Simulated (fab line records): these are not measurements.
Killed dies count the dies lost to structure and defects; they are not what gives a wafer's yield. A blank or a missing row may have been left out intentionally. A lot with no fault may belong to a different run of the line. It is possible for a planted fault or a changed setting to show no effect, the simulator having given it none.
fab line records ; flow n5Finfet
record lots=10; wafers=28; lastDay=19
route steps=1938 shown HKMG_FIN@439 BEOL_M4@1111 PASSIVATION@1936
lots that met no fault: taken from a fault-free run of the same line
startH: hours from the record's opening day to when the first of the lot's shown wafers began ; waitH: how many hours have passed since the lot's step before this one ; " identical to the entry in the row above ; L1.1+2: several wafers, shown together as one row ; - either no value or no given start ; * or withheld: withheld ; < > ~ a bound
route shown NAME@n: a module of which the file shows steps, and the number in the route of the first ; usual: mean/standard deviation taken from wafers without a fault ; same: alike in all rows ; chamber/n: place in a boat ; sites: readings site by site ; _std_site: their standard deviation ; _edge_site: mean of outer sites minus mean of inner sites ; radiusMm: for every site, how far away it sits from the centre of the wafer ; mask NAME#n: copy n ; behind: tool/chamber where the wafer was last shaped ; hold: why the lot went on hold/how many hours it stayed there/how the hold came to an end ; device: the n, p or np transistor that did not switch ; end of line: the tests these same wafers got at the end of their route ; a step given without rows: its recipe and nothing more ; killed: count of dies lost to structure and defects at first sort (not the wafer's yield) ; map: a wafer's dies, x killed, . not, _ none there
set.NAME: the run value of the setting; set.NAME@STEP: its run value at that earlier step ; model.NAME: the simulator's own value behind a step, which no gauge read
a sample of lots followed through the steps of the route, with each step as a table and each wafer as a row
services: a tool's chamber out of use, with start hour (startH, from the record's first day; less than 0 if before it), hours out, and reason
## steps
# step N5_HKMG_FIN_STRIP_92
# recipe chemistry=N2/H2; material=SOC; timeS=20; powerW=500; tempC=40; pressureMtorr=50; rfFrequencyHz=6e+07; biasPowerW=8; h2Frac=0.5; n2FlowSccm=300; h2FlowSccm=300
# usual drypumpMotorCurrentA=5.6/0.5; oesProductAu=0.78/0.081; rfVppV=54.3/0.84; showerheadPlenumPTorr=3.38/0.12; throttleValvePct=18.88/0.3
lot.wafer;tool;chamber;startH;waitH;drypumpMotorCurrentA;oesProductAu;rfHoursCounterH;rfVppV;showerheadPlenumPTorr;throttleValvePct
L157.1;rieDiel-04;2;94.90;0.1;5.8;0.85;61;55.6;3.43;19.39
L157.5;rieDiel-04;3;94.90;0.1;5.8;0.82;-;53.7;3.22;18.73
L157.6;rieDiel-04;2;94.90;0.1;5.8;0.84;-;54.5;3.43;19.41
L158.1;rieDiel-04;0;98.27;0.1;4.8;0.86;48;54.2;3.40;19.06
L158.3;rieDiel-04;1;98.27;0.1;5.9;0.75;149;54.6;3.49;18.90
L158.6;rieDiel-04;0;98.27;0.1;4.8;0.85;-;55.4;3.40;19.09
L160.3;rieDiel-06;1;111.35;0.1;5.8;0.77;119;53.8;3.25;18.85
L160.4;rieDiel-06;3;111.35;0.1;6.0;0.82;98;55.4;3.54;18.65
L160.5;rieDiel-06;2;111.35;0.1;4.9;0.69;-;54.7;3.32;18.79
L165.3;rieDiel-06;3;143.03;0.1;6.0;0.80;109;53.0;3.53;18.68
L165.4;rieDiel-06;0;143.03;0.1;5.8;0.96;16;55.2;3.58;19.37
L165.5;rieDiel-06;3;143.03;0.1;6.1;0.80;-;55.8;3.53;18.68
L166.3;rieDiel-04;2;179.46;0.1;5.8;0.82;86;54.0;3.41;19.45
L166.4;rieDiel-04;1;179.46;0.1;5.9;0.73;174;55.7;3.47;18.95
L166.6;rieDiel-04;1;179.46;0.1;5.9;0.73;-;55.0;3.47;18.93
L168.1;rieDiel-06;2;180.07;0.1;4.9;0.67;239;54.7;3.31;18.82
L168.4;rieDiel-06;1;180.07;0.1;5.8;0.75;141;54.4;3.24;18.89
L168.6;rieDiel-06;3;180.07;0.1;6.0;0.79;-;54.2;3.52;18.69
L173.1;rieDiel-06;3;208.60;0.1;6.0;0.78;131;55.4;3.52;18.73
L173.5;rieDiel-06;0;208.60;0.1;5.8;0.91;-;54.8;3.57;19.41
L174.2;rieDiel-05;1;214.93;0.1;5.2;0.96;7;55.8;3.42;18.52
L174.3;rieDiel-05;0;214.93;0.1;6.4;0.72;177;54.9;3.22;18.71
L174.6;rieDiel-05;3;214.93;0.1;5.6;0.68;-;55.4;3.42;18.96
L175.2;rieDiel-04;0;217.31;0.1;4.8;0.81;89;54.3;3.37;19.14
L175.3;rieDiel-04;3;217.31;0.1;5.7;0.77;167;53.2;3.20;18.79
L175.4;rieDiel-04;2;217.31;0.1;5.8;0.81;101;54.1;3.41;19.43
L177.2;rieDiel-04;3;226.03;0.1;5.8;0.78;171;54.5;3.20;18.82
L177.3;rieDiel-04;0;226.03;0.1;4.8;0.80;94;54.6;3.37;19.15
# step N5_HKMG_FIN_COAT_85
# recipe resist=SOC; tempC=250; timeS=60; spinRpm=1500; resistThkNm=300
# usual resistLineTempC=22.99/0.12; spinSpeedRpm=1500.0/1.2
lot.wafer;tool;chamber;startH;waitH;resistLineTempC;spinSpeedRpm
L157.1;lithoTrack-03;0;95.70;0.2;22.96;1502.8
L157.5;lithoTrack-03;0;95.70;0.2;22.91;1500.5
L157.6;lithoTrack-03;0;95.70;0.2;23.05;1501.2
L158.1;lithoTrack-03;0;99.08;0.2;22.89;1498.3
L158.3;lithoTrack-03;0;99.08;0.2;22.88;1497.7
L158.6;lithoTrack-03;0;99.08;0.2;22.90;1499.1
L160.3;lithoTrack-04;0;112.16;0.2;22.93;1502.0
L160.4;lithoTrack-04;0;112.16;0.2;22.90;1500.3
L160.5;lithoTrack-04;0;112.16;0.2;22.93;1500.4
L165.3;lithoTrack-03;0;143.97;0.2;22.96;1550.5
L165.4;lithoTrack-03;0;143.97;0.2;22.87;1552.2
L165.5;lithoTrack-03;0;143.97;0.2;22.98;1551.7
L166.3;lithoTrack-03;0;180.27;0.2;22.99;1552.2
L166.4;lithoTrack-03;0;180.27;0.2;22.98;1552.8
L166.6;lithoTrack-03;0;180.27;0.2;23.05;1553.7
L168.1;lithoTrack-03;0;180.88;0.2;22.90;1551.7
L168.4;lithoTrack-03;0;180.88;0.2;22.92;1552.3
L168.6;lithoTrack-03;0;180.88;0.2;22.94;1553.0
L173.1;lithoTrack-04;0;209.40;0.2;23.17;1500.3
L173.5;lithoTrack-04;0;209.40;0.2;23.17;1500.2
L174.2;lithoTrack-05;0;215.74;0.2;22.97;1500.6
L174.3;lithoTrack-05;0;215.74;0.2;22.81;1500.9
L174.6;lithoTrack-05;0;215.74;0.2;22.81;1501.9
L175.2;lithoTrack-05;0;218.25;0.2;23.21;1499.9
L175.3;lithoTrack-05;0;218.25;0.2;23.07;1501.8
L175.4;lithoTrack-05;0;218.25;0.2;23.04;1500.7
L177.2;lithoTrack-05;0;226.83;0.2;22.81;1500.1
L177.3;lithoTrack-05;0;226.83;0.2;23.16;1499.5
# step N5_HKMG_FIN_ETCH_86
# recipe chemistry=N2/H2; target=SOC; targetDepthA=3932; stopOn=TiN; ionEnergyEv=100; biasW=61; pressureMtorr=30; sourceW=850; n2FlowSccm=200; h2FlowSccm=200
# usual drypumpMotorCurrentA=5.6/0.49; oesProductAu=0.78/0.084; rfVppV=241.0/1.5; showerheadPlenumPTorr=2.57/0.097; throttleValvePct=17.78/0.22
lot.wafer;tool;chamber;startH;waitH;drypumpMotorCurrentA;oesProductAu;rfHoursCounterH;rfVppV;showerheadPlenumPTorr;throttleValvePct
L157.1;rieDiel-05;1;95.76;-;5.2;0.70;216;242.6;2.61;18.00
L157.5;rieDiel-05;1;95.76;-;5.2;0.71;-;241.1;2.61;17.99
L157.6;rieDiel-05;3;95.76;-;5.6;0.71;-;241.8;2.61;17.95
L158.1;rieDiel-05;3;99.14;-;5.6;0.71;192;239.1;2.61;17.93
L158.3;rieDiel-05;0;99.14;-;6.5;0.76;136;239.8;2.45;17.69
L158.6;rieDiel-05;1;99.14;-;5.2;0.70;-;241.5;2.61;18.00
L160.3;rieDiel-05;3;112.22;-;5.5;0.70;199;241.7;2.61;17.94
L160.4;rieDiel-05;3;112.22;-;5.5;0.70;-;242.3;2.61;17.96
L160.5;rieDiel-05;1;112.22;-;5.2;0.69;-;241.8;2.61;18.01
L165.3;rieDiel-06;3;144.06;-;6.1;0.78;109;240.5;2.68;17.87
L165.4;rieDiel-06;1;144.06;-;5.8;0.77;131;239.2;2.45;17.83
L165.5;rieDiel-06;0;144.06;-;5.8;0.92;-;243.2;2.72;17.88
L166.3;rieDiel-05;0;180.36;-;6.4;0.74;163;240.2;2.44;17.73
L166.4;rieDiel-05;1;180.36;-;5.2;0.68;249;240.9;2.60;18.05
L166.6;rieDiel-05;1;180.36;-;5.2;0.68;-;241.2;2.60;18.07
L168.1;rieDiel-06;3;180.95;-;6.0;0.77;121;243.2;2.67;17.87
L168.4;rieDiel-06;2;180.95;-;4.9;0.68;239;240.6;2.50;17.54
L168.6;rieDiel-06;1;180.95;-;5.8;0.76;-;238.7;2.45;17.84
L173.1;rieDiel-05;0;209.72;-;6.4;0.73;175;239.2;2.43;17.76
L173.5;rieDiel-05;0;209.72;-;6.5;0.73;-;239.2;2.43;17.77
L174.2;rieDiel-04;2;215.80;-;5.8;0.78;100;241.0;2.58;18.06
L174.3;rieDiel-04;1;215.80;-;5.9;0.72;187;243.0;2.63;17.63
L174.6;rieDiel-04;0;215.80;-;4.8;0.81;-;240.2;2.55;17.62
L175.2;rieDiel-04;1;218.34;-;5.9;0.72;189;242.1;2.62;17.63
L175.3;rieDiel-04;2;218.34;-;5.8;0.79;101;241.3;2.58;18.06
L175.4;rieDiel-04;3;218.34;-;5.8;0.75;167;239.5;2.42;17.85
L177.2;rieDiel-05;0;226.90;-;6.4;0.72;183;239.8;2.43;17.80
L177.3;rieDiel-05;3;226.90;-;5.6;0.68;243;241.8;2.59;18.03
# step N5_HKMG_FIN_ETCH_67
# recipe chemistry=N2/H2; target=SOC; targetDepthA=3889; stopOn=TiN; ionEnergyEv=100; biasW=61; pressureMtorr=30; sourceW=850; n2FlowSccm=200; h2FlowSccm=200
# usual drypumpMotorCurrentA=5.7/0.45; oesProductAu=0.78/0.064; rfVppV=241.0/1.5; showerheadPlenumPTorr=2.56/0.092; throttleValvePct=17.80/0.18
lot.wafer;tool;chamber;startH;waitH;drypumpMotorCurrentA;oesProductAu;rfHoursCounterH;rfVppV;showerheadPlenumPTorr;throttleValvePct
L157.1;rieDiel-04;0;96.83;-;4.7;0.86;47;240.6;2.57;17.55
L157.5;rieDiel-04;2;96.83;-;5.8;0.83;-;241.1;2.60;17.98
L157.6;rieDiel-04;1;96.83;-;5.9;0.75;-;241.3;2.64;17.57
L158.1;rieDiel-04;0;100.21;-;4.7;0.86;48;242.9;2.57;17.56
L158.3;rieDiel-04;2;100.21;-;5.8;0.83;63;242.0;2.60;18.00
L158.6;rieDiel-04;2;100.21;-;5.8;0.83;-;241.1;2.60;17.99
L160.3;rieDiel-05;0;113.29;-;6.5;0.74;143;239.4;2.45;17.71
L160.4;rieDiel-05;1;113.29;-;5.1;0.70;-;242.4;2.61;18.02
L160.5;rieDiel-05;3;113.29;-;5.5;0.70;-;242.0;2.61;17.96
L165.3;rieDiel-06;2;145.14;-;5.0;0.69;228;241.4;2.51;17.54
L165.4;rieDiel-06;1;145.14;-;5.8;0.77;132;239.0;2.45;17.83
L165.5;rieDiel-06;1;145.14;-;5.8;0.77;-;238.0;2.45;17.83
L166.3;rieDiel-04;3;181.65;-;5.8;0.77;154;239.6;2.42;17.87
L166.4;rieDiel-04;0;181.65;-;4.8;0.82;77;240.5;2.56;17.60
L166.6;rieDiel-04;3;181.65;-;5.8;0.77;-;239.4;2.42;17.86
L168.1;rieDiel-04;0;182.06;-;4.7;0.82;77;239.6;2.56;17.62
L168.4;rieDiel-04;2;182.06;-;5.8;0.80;87;240.2;2.59;18.04
L168.6;rieDiel-04;3;182.06;-;5.8;0.76;-;240.4;2.42;17.84
L173.1;rieDiel-04;3;210.79;-;5.8;0.75;164;238.4;2.42;17.86
L173.5;rieDiel-04;0;210.79;-;4.8;0.80;-;239.6;2.56;17.63
L174.2;rieDiel-06;3;216.92;-;6.0;0.76;135;242.7;2.67;17.89
L174.3;rieDiel-06;1;216.92;-;5.8;0.75;150;238.5;2.45;17.87
L174.6;rieDiel-06;1;216.92;-;5.8;0.76;-;240.8;2.44;17.86
L175.2;rieDiel-04;1;219.49;-;5.9;0.73;189;241.6;2.62;17.64
L175.3;rieDiel-04;2;219.49;-;5.8;0.79;102;241.0;2.58;18.05
L175.4;rieDiel-04;3;219.49;-;5.8;0.76;169;239.9;2.42;17.88
L177.2;rieDiel-05;3;228.09;-;5.6;0.67;244;241.9;2.59;18.03
L177.3;rieDiel-05;1;228.09;-;5.1;0.92;13;240.8;2.59;17.69
# step N5_BEOL_M4_RC_MEAS_101
# usual DIBL_N=37.2/2.1; DIBL_P=37.3/2.3; IOFF_N=0.18/0.041; IOFF_P=0.24/0.042; ION_N=680/13; ION_P=466/7.7; SS_N=71.8/0.68; SS_P=73.5/0.66; VT_N=249/3.6; VT_P=-248/3.4
lot.wafer;tool;chamber;startH;waitH;DIBL_N[mV/V];DIBL_P[mV/V];IOFF_N[nA/um];IOFF_P[nA/um];ION_N[uA/um];ION_P[uA/um];SS_N[mV/dec];SS_P[mV/dec];VT_N[mV];VT_P[mV]
L157.1;prober-01;0;193.23;0.0;39.2;39.5;0.23;0.27;705;473;71.8;74.0;243;-247
L157.5;prober-01;0;193.23;0.0;38.1;37.7;0.19;0.23;689;468;72.9;73.8;248;-252
L157.6;prober-01;0;193.23;0.0;39.9;41.7;0.27;0.32;712;482;72.1;74.1;242;-243
L158.1;prober-02;0;202.25;0.0;37.4;34.9;0.14;0.19;667;458;71.9;73.1;251;-251
L158.3;prober-02;0;202.25;0.0;38.0;36.7;0.16;0.21;666;458;71.9;73.1;249;-251
L158.6;prober-02;0;202.25;0.0;35.2;31.8;0.11;0.15;652;450;70.9;71.9;257;-256
L160.3;prober-02;0;210.05;0.3;34.4;33.7;0.13;0.19;676;468;71.2;73.0;254;-252
L160.4;prober-02;0;210.05;0.3;35.4;35.4;0.14;0.21;668;460;71.7;72.4;252;-248
L160.5;prober-02;0;210.05;0.3;35.9;35.8;0.15;0.22;673;464;71.1;73.9;248;-246
L165.3;prober-01;0;229.52;0.5;42.0;39.8;0.26;0.28;686;462;72.7;74.2;242;-247
L165.4;prober-01;0;229.52;0.5;39.3;37.0;0.19;0.23;676;457;72.1;74.4;249;-248
L165.5;prober-01;0;229.52;0.5;40.1;38.6;0.23;0.26;709;480;72.5;74.3;243;-243
L166.3;prober-01;0;262.26;0.5;42.6;43.0;0.30;0.35;715;480;72.6;74.8;241;-246
L166.4;prober-01;0;262.26;0.5;39.3;38.8;0.20;0.26;678;464;72.6;73.9;249;-251
L166.6;prober-01;0;262.26;0.5;40.7;41.2;0.24;0.31;700;470;72.9;74.8;244;-248
L168.1;prober-01;0;268.92;0.0;37.5;36.8;0.17;0.22;677;468;71.5;73.2;249;-246
L168.4;prober-01;0;268.92;0.0;39.4;39.0;0.21;0.24;681;469;72.1;74.9;248;-247
L168.6;prober-01;0;268.92;0.0;38.5;37.9;0.18;0.23;678;466;72.5;73.8;247;-247
L173.1;prober-01;0;308.36;0.4;37.3;36.5;0.15;0.20;673;461;71.4;73.8;254;-255
L173.5;prober-01;0;308.36;0.4;39.4;38.5;0.18;0.23;673;456;72.3;74.2;254;-252
L174.2;prober-02;0;313.11;0.2;38.3;36.8;0.17;0.22;676;462;71.4;73.8;248;-248
L174.3;prober-02;0;313.11;0.2;37.0;34.8;0.15;0.20;687;465;71.8;72.7;250;-249
L174.6;prober-02;0;313.11;0.2;36.4;35.6;0.15;0.21;677;474;71.5;73.0;250;-249
L175.2;prober-02;0;333.30;0.2;35.5;36.1;0.15;0.19;678;459;71.7;73.9;251;-252
L175.3;prober-02;0;333.30;0.2;36.6;37.3;0.17;0.22;667;457;71.9;74.1;248;-249
L175.4;prober-02;0;333.30;0.2;38.1;39.4;0.23;0.26;704;473;72.0;74.4;242;-248
L177.2;prober-02;0;336.04;0.2;37.5;36.9;0.18;0.25;675;466;72.0;73.6;251;-249
L177.3;prober-02;0;336.04;0.2;38.1;37.8;0.20;0.27;677;463;72.2;74.2;248;-245
# step N5_PASSIVATION_PROBE_49
# usual defectLimitedYield=91.0/1.6; killed_at_M0_to_M3=35/11; killed_at_M4_up=14/5.3; killedAtContacts=13/6.7; killedAtFrontEnd=41/12; killedAtOther=3.9/2.7; killedDies=106/19; killedOpen=70/14; killedShort=35/8.8; sort_bin_4_leakage=0.01/0.058; sort_bin_5_function=5.3/1; sort_bin_6_memory=3.3/0.81; sortNPass=1073/19; sortYieldPct=91.0/1.6
# same grossDies=1180; killedAtBackSide=0; sort_bin_8_speed[%]=0
lot.wafer;tool;chamber;startH;waitH;defectLimitedYield[%];killed_at_M0_to_M3;killed_at_M4_up;killedAtContacts;killedAtFrontEnd;killedAtOther;killedDies;killedOpen;killedShort;sort_bin_4_leakage[%];sort_bin_5_function[%];sort_bin_6_memory[%];sortNPass;sortYieldPct[%]
L165.3;prober-01;-;343.85;0.1;92.1;34;9;9;36;5;93;58;20;0;4.6;2.2;1087;92.1
L165.5;prober-01;-;343.95;0.2;90.4;37;13;15;39;9;113;72;37;0;6.4;3.0;1067;90.4
L168.1;prober-02;-;370.64;0.0;92.5;31;8;4;41;5;89;48;36;0;4.2;2.7;1091;92.5
L168.6;prober-02;-;370.89;0.3;89.7;37;11;8;56;10;122;78;39;0;5.8;3.6;1058;89.7
L166.3;prober-01;-;373.62;0.1;92.7;28;10;2;37;9;86;48;36;0.68;4.1;2.7;1086;92.0
L173.1;prober-01;-;422.78;0.0;91.0;53;4;3;43;3;106;77;28;0;5.2;3.1;1074;91.0
L173.5;prober-01;-;422.98;0.2;90.7;40;11;5;52;2;110;77;33;0;5.3;3.6;1070;90.7
# killed by level:class
L165.3 HKMG_FIN:areaEtch=11 STI_FIN_REVEAL:geometricParticle:open=9 BEOL_M0_SAQP:geometricParticle:open=9 MOL_CONTACT_COAG:geometricParticle:open=7 BEOL_M1:geometricParticle:open=7 BEOL_M2:geometricParticle:open=5 BEOL_M3:geometricParticle:open=5 BEOL_M0_SAQP:geometricParticle:short=4
L165.5 MOL_CONTACT_COAG:geometricParticle:open=14 FIN_SAQP:geometricParticle:short=12 BEOL_M1:geometricParticle:open=10 BEOL_M2:geometricParticle:open=10 FIN_SAQP:geometricParticle:open=9 BEOL_M4:geometricParticle:open=6 BEOL_M3:geometricParticle:open=5 STARTING-WAFER:geometricParticle:short=5
L168.1 BEOL_M0_SAQP:geometricParticle:short=8 STI_FIN_REVEAL:geometricParticle:open=7 FIN_SAQP:geometricParticle:short=6 STI_FIN_REVEAL:geometricParticle:short=6 BEOL_M0_SAQP:geometricParticle:open=6 BEOL_M2:geometricParticle:open=6 HKMG_FIN:areaEtch=5 FIN_SAQP:geometricParticle:open=4
L168.6 FIN_SAQP:geometricParticle:open=18 BEOL_M0_SAQP:geometricParticle:open=15 STI_FIN_REVEAL:geometricParticle:open=15 BEOL_M0_SAQP:geometricParticle:short=11 MOL_CONTACT_COAG:geometricParticle:open=7 FIN_SAQP:geometricParticle:short=6 BEOL_M4:geometricParticle:open=5 MIM_BOT:geometricParticle:short=5
L166.3 BEOL_M3:geometricParticle:open=7 BEOL_M2:geometricParticle:open=7 GATE_CUT:geometricParticle:short=6 STI_FIN_REVEAL:geometricParticle:open=5 BEOL_M4:geometricParticle:open=5 FIN_SAQP:geometricParticle:open=4 DUMMY_GATE:geometricParticle:open=4 BEOL_M0_SAQP:geometricParticle:short=4
L173.1 STI_FIN_REVEAL:geometricParticle:open=16 BEOL_M3:geometricParticle:open=12 BEOL_M0_SAQP:geometricParticle:open=11 BEOL_M1:geometricParticle:open=8 BEOL_M2:geometricParticle:open=8 FIN_SAQP:geometricParticle:open=6 BEOL_M0_SAQP:geometricParticle:short=6 GATE_CUT:geometricParticle:short=5
L173.5 STI_FIN_REVEAL:geometricParticle:open=16 BEOL_M0_SAQP:geometricParticle:open=11 BEOL_M0_SAQP:geometricParticle:short=10 BEOL_M2:geometricParticle:open=9 GATE_CUT:geometricParticle:short=7 DUMMY_GATE:geometricParticle:short=5 DUMMY_GATE:geometricParticle:open=5 BEOL_M3:geometricParticle:open=5
## services
tool;chamber;startH;hours;kind
rieDiel-04;1;72.66;7.5;repair
rieDiel-05;2;89.97;4.8;repair
rieDiel-05;2;95.16;-;clean
rieDiel-05;2;95.16;-;consumableReplace:focusRing
rieDiel-05;2;95.16;-;consumableReplace:showerhead
rieDiel-05;2;95.16;32.9;scheduledDown
rieDiel-05;2;95.16;32.9;ventCycle
rieDiel-04;1;106.99;5.1;repair
rieDiel-05;0;147.50;7.9;repair
rieDiel-04;2;158.73;9.8;repair
lithoTrack-05;-;162.81;-;consumableReplace:filter
rieDiel-05;1;182.10;-;clean
rieDiel-05;1;182.10;-;consumableReplace:focusRing
rieDiel-05;1;182.10;14.4;scheduledDown
rieDiel-05;1;182.10;14.4;ventCycle
rieDiel-05;2;186.93;18.4;repair
rieDiel-06;1;194.90;14.0;repair
rieDiel-06;2;211.29;-;clean
rieDiel-06;2;211.29;-;consumableReplace:focusRing
rieDiel-06;2;211.29;18.5;scheduledDown
rieDiel-06;2;211.29;18.5;ventCycle
lithoTrack-05;-;215.74;-;consumableReplace:filter
rieDiel-04;2;221.50;5.6;repair
rieDiel-04;2;227.60;7.5;repair
## key
firstSign step=N5_HKMG_FIN_COAT_85; reading=spinSpeedRpm; direction=up; sigmas=45; usual=*; struck=*
effect none on later readings
metAt N5_HKMG_FIN_COAT_85
struckLots L165,L166,L168
notActingAt N5_HKMG_FIN_STRIP_92,N5_HKMG_FIN_ETCH_86,N5_HKMG_FIN_ETCH_67
onsetBetween 99.08 143.97
fault kind=processParameterDrift; tool=lithoTrack-03; chamber=-; onsetH=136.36; steps=N5_HKMG_FIN_COAT_85; channel=spinRpm; offset=*; shape=step; endH=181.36; actsIn=*; stated=*
